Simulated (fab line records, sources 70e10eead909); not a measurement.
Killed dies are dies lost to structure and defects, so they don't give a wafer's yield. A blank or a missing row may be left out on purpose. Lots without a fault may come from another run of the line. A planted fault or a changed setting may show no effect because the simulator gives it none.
Which tool did it? | flow nand_harc | 7 lots, 21 wafers sampled, at 2 steps of a route of 1302

WHAT THE GAUGES READ, wafer by wafer
NHARC_A_BONDPAD_CD_MEAS_09: target cd 500 nm.
lot  | measured     | on        | cd_nm (nm)
L603 | day 22 20:49 | cd_sem-02 | 499.5 500.7 499.8
L605 | day 22 17:58 | cd_sem-02 | 499.4 499.1 500.6
L609 | day 24 05:33 | cd_sem-02 | 502.2 500.2 500.6
L612 | day 26 06:05 | cd_sem-01 | 498.7 501.4 500.2
L614 | day 26 11:09 | cd_sem-03 | 500.1 498.5 499.9
L620 | day 28 16:50 | cd_sem-02 | 498.1 500.8 497.5
L621 | day 29 08:35 | cd_sem-03 | 501.5 501.8 500.8

WHICH TOOL RAN EACH LOT (tool, then ch and the chambers of the sampled wafers, then the start)
lot  | NHARC_A_CHANNEL_FILL_D2_ETCHBACK_08
L603 | rie_diel-01 ch 0,2, day 14 14:49
L605 | rie_diel-01 ch 0,2, day 15 04:31
L609 | rie_diel-01 ch 0,2,3, day 16 16:01
L612 | rie_diel-02 ch 0,1, day 18 08:04
L614 | rie_diel-02 ch 1,2,3, day 18 21:17
L620 | rie_diel-02 ch 2,3, day 21 07:32
L621 | rie_diel-01 ch 0,2, day 21 19:43
- NHARC_A_CHANNEL_FILL_D2_ETCHBACK_08: etches the open film in C4F8, target depth 220 nm, time 110 s.

THE ANSWER, worked out from the rows above alone
Rule: what is usual is taken from the lots themselves. Put in order of their means at a reading, lots are off if they are a third of the lots or fewer, leave a main group of 4 or more, and stand apart from it by a gap of 3 or more times the standard deviation of the main group's means; of several such gaps the widest counts. A main group whose means are all the same, to the digits that the tables above print for the reading, isn't used. A lot without any number at a reading at which 4 lots or more have one is off too. The other lots that the step has rows for count as sound.
No lot is off at any reading shown: from this, nothing can be told.

WHAT THE SIMULATOR HAD PUT IN
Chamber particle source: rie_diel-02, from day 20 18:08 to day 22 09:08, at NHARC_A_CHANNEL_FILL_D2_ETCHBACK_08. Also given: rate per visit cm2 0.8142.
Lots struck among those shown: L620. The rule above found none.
